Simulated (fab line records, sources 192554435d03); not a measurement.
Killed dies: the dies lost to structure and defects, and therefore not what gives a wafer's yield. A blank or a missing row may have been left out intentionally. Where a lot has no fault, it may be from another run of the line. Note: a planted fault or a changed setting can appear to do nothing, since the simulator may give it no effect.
Comparing a struck lot with a sound one || flow n5Finfet || 19 steps out of a route of 1938
Sound: these wafers, L553.2, L553.5, L553.6. The struck wafers were L556.1, L556.2, L556.5. The cause comes at the end.
For every step that has rows: the tool of each side, followed by ch and its chambers, followed by its first start. Under that, the readings that differ: sound wafers || struck wafers || difference of the means || sigmas: that difference in standard deviations of wafers without a fault.
alike: a reading whose means differ by less than 2 such deviations, as well as words and numbers matching on both sides. not compared: withheld readings; readings where some wafer has no value; bounds like >300 that might hide an equal value; numbers whose values overlap and for which the record gives no deviation.
The two part at a step that has a row with sigmas, a row that says differs or no value, or rows on one side only. Numbers that don't overlap but have no deviation are shown without sigmas and don't part them. A reading that every wafer of one side lacks parts them only if that side has two wafers or more.

N5_START_INSPECT_01: inspects for defects (unpatterned scan).
  sound on defectInspect-01 at day 4 18:02; struck on defectInspect-01 at day 5 12:02
  alike: rawDefectCount
then, 2 steps without rows for these wafers: N5_ZERO_LAYER_PRECLEAN_00 (cleans in SPM, time 600 s); N5_ZERO_LAYER_SRD_01 (time 30 s, dry time 30 s).
N5_ZERO_LAYER_PECVD_02: deposits SiO2 from SiH4/N2O, target thk 10 nm, time 6 s.
  sound on pecvd-01 ch 0,2, day 4 18:17; struck on pecvd-03 ch 1,2, day 5 12:17
  alike: heaterPowerOuterW, heaterPowerW, showerheadPlenumPTorr
then, 1 step without rows for these wafers: N5_ZERO_LAYER_HMDS_04 (time 60 s).
N5_ZERO_LAYER_COAT_05: resist thk 1000 nm.
  sound on lithoTrack-05 ch 0, day 4 18:23; struck on lithoTrack-04 ch 0, day 5 12:23
{"reading": "spinSpeedRpm (rpm)", "sound": "1499.8 1499.2 1499.0", "struck": "1435.1 1434.1 1435.5", "difference": -64.4, "sigmas": -64}
{"reading": "model.coat_of_ZERO_LAYER_COAT_05.thkNm (nm)", "sound": "998.9 1002 1003", "struck": "1022 1022 1021", "difference": "+20", "sigmas": ""}
then, 6 steps without rows for these wafers: N5_ZERO_LAYER_EBR_07; N5_ZERO_LAYER_SOFTBAKE_06 (time 90 s); N5_ZERO_LAYER_EXPOSE_08 (exposes mask ZERO, defocus 0 nm, target cd 2000 nm); N5_ZERO_LAYER_PEB_09; N5_ZERO_LAYER_DEVELOP_10 (develop time 60 s); N5_ZERO_LAYER_HARDBAKE_23 (time 120 s).
N5_ZERO_LAYER_CD_MEAS_11 targets a cd of 2000 nm.
  sound on cdSem-01 ch 0, day 4 18:40; struck on cdSem-01 ch 0, day 5 12:47
  alike: cdNm
N5_ZERO_LAYER_DESCUM_16: chemistry O2, time 7.9 s.
  sound on rieDiel-06 ch 0,3, day 4 18:42; struck on rieDiel-03 ch 0,2,3, day 5 12:50
  alike: drypumpMotorCurrentA, oesProductAu, rfVppV, showerheadPlenumPTorr, throttleValvePct
  not compared: rfHoursCounterH
N5_ZERO_LAYER_ETCH_17: etches SiO2 in CF4, target depth 12 nm, time 13.3 s.
  sound on rieDiel-06 ch 0,3, day 4 18:44; struck on rieDiel-03 ch 0,2,3, day 5 12:52
  alike: drypumpMotorCurrentA, oesProductAu, rfVppV, showerheadPlenumPTorr, throttleValvePct
  not compared: rfHoursCounterH
N5_ZERO_LAYER_ETCH_18: etches Si in HBr/Cl2, target depth 120 nm, time 40 s.
  sound on rieSi-04 ch 2,3, day 4 18:49; struck on rieSi-03 ch 0,1, day 5 12:56
{"reading": "model.coat_of_ZERO_LAYER_COAT_05.thkNm (nm)", "sound": "929.2 932.5 933.9", "struck": "952.1 952.8 951.2", "difference": "+20.2", "sigmas": ""}
  alike: drypumpMotorCurrentA, mfcCl2Sccm, oesProductAu, throttleValvePct
  not compared: rfHoursCounterH
N5_ZERO_LAYER_STRIP_24: strips in O2.
  sound on plasmaAsher-01 ch 0,1, day 4 18:55; struck on plasmaAsher-02 ch 0,1, day 5 13:20
{"reading": "stripTimeToEndpointS (s)", "sound": "43.80 43.90 43.97", "struck": "44.51 44.53 44.48", "difference": "+0.62", "sigmas": "+8"}
  alike: drypumpMotorCurrentA, heaterPowerW, oesProductAu
  not compared: rfHoursCounterH
then, 1 step without rows for these wafers: N5_ZERO_LAYER_STRIP_19 (strips in SPM, time 900 s).
-- a jump in the record: the struck wafers' starts before and after are 7 days apart (it breaks off in module ZERO_LAYER and resumes in module BEOL_M4, where the first step shown is number 1111 of the route) --
N5_BEOL_M4_RC_MEAS_101:
  sound on prober-02 ch 0, day 11 16:33; struck on prober-02 ch 0, day 12 01:29
  alike: DIBL_N, DIBL_P, IOFF_N, IOFF_P, ION_N, ION_P, SS_N, SS_P, VT_N, VT_P

WHERE THEY PART
Last at N5_ZERO_LAYER_STRIP_24 as far as this record goes, first at N5_ZERO_LAYER_COAT_05. Later steps at which nothing parts them and some readings are alike: N5_BEOL_M4_RC_MEAS_101.

WHY: whatever the simulator had introduced
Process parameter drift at N5_ZERO_LAYER_COAT_05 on lithoTrack-04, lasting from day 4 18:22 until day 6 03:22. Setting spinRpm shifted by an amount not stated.
